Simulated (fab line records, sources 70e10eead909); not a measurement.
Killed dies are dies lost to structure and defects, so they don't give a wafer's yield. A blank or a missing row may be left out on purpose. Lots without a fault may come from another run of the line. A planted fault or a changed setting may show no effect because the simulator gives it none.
A struck lot beside a sound one | flow nand_harc | 15 steps out of a route of 1159
Sound: wafers L165.1, L165.3, L165.6. Struck: wafers L158.1, L158.4, L158.5. The cause comes at the end.
At each step with rows: each side's tool, then ch and its chambers, then its first start. Under that, the readings that differ: sound wafers | struck wafers | difference of the means | sigmas: that difference in standard deviations of wafers without a fault.
alike: readings whose means differ by less than 2 such deviations, and words and numbers that are the same on both sides. not compared: withheld readings, readings that some wafer has no value for, bounds like >300 that may hide the same value, and numbers for which the record gives no deviation and whose values overlap.
The two part at a step that has a row with sigmas, a row that says differs or no value, or rows on one side only. Numbers that don't overlap but have no deviation are shown without sigmas and don't part them. A reading that every wafer of one side lacks parts them only if that side has two wafers or more.

NHARC_A_CONTACT_ETCH_138: etches the open film in C4F8/O2/Ar, time 132 s, target depth 1289 nm.
  sound on har_cap_etch-03 ch 0, day 21 11:10; struck on har_cap_etch-02 ch 0,1, day 19 22:15
  not compared: rf_hours_counter_h
then, 1 step without rows for these wafers: NHARC_A_CONTACT_ETCH_139 (etches the open film in C4F8/O2/Ar, time 137 s, target depth 590 nm).
NHARC_A_CONTACT_ETCH_92: etches the open film in CH3F/O2, target depth 40 nm, time 85.7 s.
  sound on rie_diel-02 ch 0,3, day 21 11:42; struck on rie_diel-08 ch 2,3, day 19 22:46
  reading               | sound          | struck         | difference | sigmas
  oes_product_au (a.u.) | 0.92 0.93 0.93 | 1.01 1.00 1.01 | +0.08      | +3
  alike: bias_w, drypump_motor_current_A, rf_vpp_V, showerhead_plenum_p_Torr, throttle_valve_pct
  not compared: rf_hours_counter_h
NHARC_A_CONTACT_ETCH_98: etches the open film in C4F6/O2, target depth 20 nm, time 10 s.
  sound on rie_diel-02 ch 1,2,3; struck on rie_diel-08 ch 0,1,2
  reading               | sound             | struck            | difference | sigmas
  oes_product_au (a.u.) | 0.938 0.927 0.949 | 1.015 0.990 1.006 | +0.066     | +3
  alike: bias_w, drypump_motor_current_A, rf_vpp_V, showerhead_plenum_p_Torr, throttle_valve_pct
  not compared: rf_hours_counter_h
NHARC_A_CONTACT_CD_MEAS_15:
  sound on cd_sem-02, day 21 11:55; struck on cd_sem-03, day 19 22:59
  alike: cd_nm
then, 4 steps without rows for these wafers: NHARC_A_CONTACT_STRIP_107 (strips in N2/H2); NHARC_A_CONTACT_STRIP_108 (strips in CF4/CHF3); NHARC_A_CONTACT_STRIP_109 (strips in O2/COS); NHARC_A_CONTACT_ETCH_110 (etches the open film in CF4/O2, target depth 50 nm, overetch 5 nm, time 27.5 s).
NHARC_A_CONTACT_STRIP_26: strips in O2.
  sound on rie_diel-04 ch 0,1,2; struck on rie_diel-02 ch 1,2,3
  alike: drypump_motor_current_A, oes_product_au, rf_vpp_V, showerhead_plenum_p_Torr, throttle_valve_pct
  not compared: rf_hours_counter_h
then, 1 step without rows for these wafers: NHARC_A_CONTACT_STRIP_27 (strips in post etch residue remover, time 600 s).
NHARC_A_CONTACT_ALD_18: deposits TiN, target thk 3 nm, pulse time 1 s, ald cycles 150.
  sound on ald_metal-04 ch 0,2, day 21 12:52; struck on ald_metal-04 ch 1,3, day 19 23:58
  alike: heater_power_w, precursor_pulse_height_rel
NHARC_A_CONTACT_CVD_19: deposits W, target thk 300 nm, time 802 s.
  sound on cvd_w-02 ch 0,1, day 21 15:16; struck on cvd_w-02 ch 0,1, day 20 09:17
  alike: heater_power_w, throttle_valve_pct
NHARC_A_CONTACT_CMP_20: polishes, t overpolish 30 s, target thk 300 nm.
  sound on cmp-02 ch 1,2, day 21 16:08; struck on cmp-01 ch 0,1,3, day 20 10:29
  reading                | sound    | struck      | difference | sigmas
  time_to_endpoint_s (s) | 63 58 55 | 122 121 117 | +61        | +20
  alike: motor_current_A, overpolish_run_s, retaining_ring_pressure_frac, slurry_filter_dp_kPa, slurry_flow_ml_min
-- the record jumps here: 2 days lie between the struck wafers' starts before and after (it left off in module A_CONTACT and takes up again in module END, whose first step shown is number 1159 of the route) --
NHARC_END_SORT_01:
  the record has rows for the struck wafers here (prober-01 ch 0, day 22 15:57) and none for the sound ones

WHERE THEY PART
First at NHARC_A_CONTACT_ETCH_92; last, within this record, at NHARC_END_SORT_01.

WHY: what the simulator had put in
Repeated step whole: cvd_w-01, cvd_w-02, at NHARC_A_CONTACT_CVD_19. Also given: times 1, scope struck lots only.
